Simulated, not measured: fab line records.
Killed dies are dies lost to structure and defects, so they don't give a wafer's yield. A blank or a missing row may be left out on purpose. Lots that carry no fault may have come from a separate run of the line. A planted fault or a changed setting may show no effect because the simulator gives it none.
Matching of chambers + flow n5 finfet + N5_BEOL_M5_ETCH_62 on rie diel-02 has 4 sister chambers
The step etches SOC in N2/H2, target depth 75 nm, overetch 15 nm, time 112.5 s. 4 wafers are shown with their chamber, then 8 later ones without.

## WAFERS PAIRED WITH THEIR CHAMBERS
| wafer  | chamber | showerhead plenum p Torr (Torr) |
|--------|---------|---------------------------------|
| L088.2 | 0       | 2.60                            |
| L089.1 | 3       | 2.49                            |
| L089.3 | 2       | 2.53                            |
| L091.1 | 1       | 2.48                            |

## WAFERS WITH NO CHAMBER GIVEN
| wafer  | showerhead plenum p Torr (Torr) |
|--------|---------------------------------|
| L091.2 | 2.49                            |
| L091.4 | 2.53                            |
| L094.1 | 2.49                            |
| L094.2 | 2.48                            |
| L094.3 | 2.60                            |
| L096.1 | 2.48                            |
| L096.5 | 2.52                            |
| L096.6 | 2.49                            |

## CHAMBER TAKEN BY EACH
| wafer  | from the rows above | in truth |
|--------|---------------------|----------|
| L091.2 | 3                   | 3        |
| L091.4 | 2                   | 2        |
| L094.1 | 3                   | 3        |
| L094.2 | 1                   | 1        |
| L094.3 | 0                   | 0        |
| L096.1 | 1                   | 1        |
| L096.5 | 2                   | 2        |
| L096.6 | 3                   | 3        |
Placed correctly: 8 of 8. From these rows, 0 cannot be placed. 0 placed wrongly.
How it was worked out, from the rows above alone: a wafer's distance from a chamber is the root of the sum, over the readings, of the square of ((its reading less the chamber's mean) divided by the reading's scatter). The wafer belongs to the nearest chamber; if the next one is less than 2 further off, it can't be placed. A chamber's mean is the mean of its shown wafers. The scatter (one wafer shown for each chamber): square how far every hidden wafer sits from the nearest shown wafer, average those squares and take the square root.
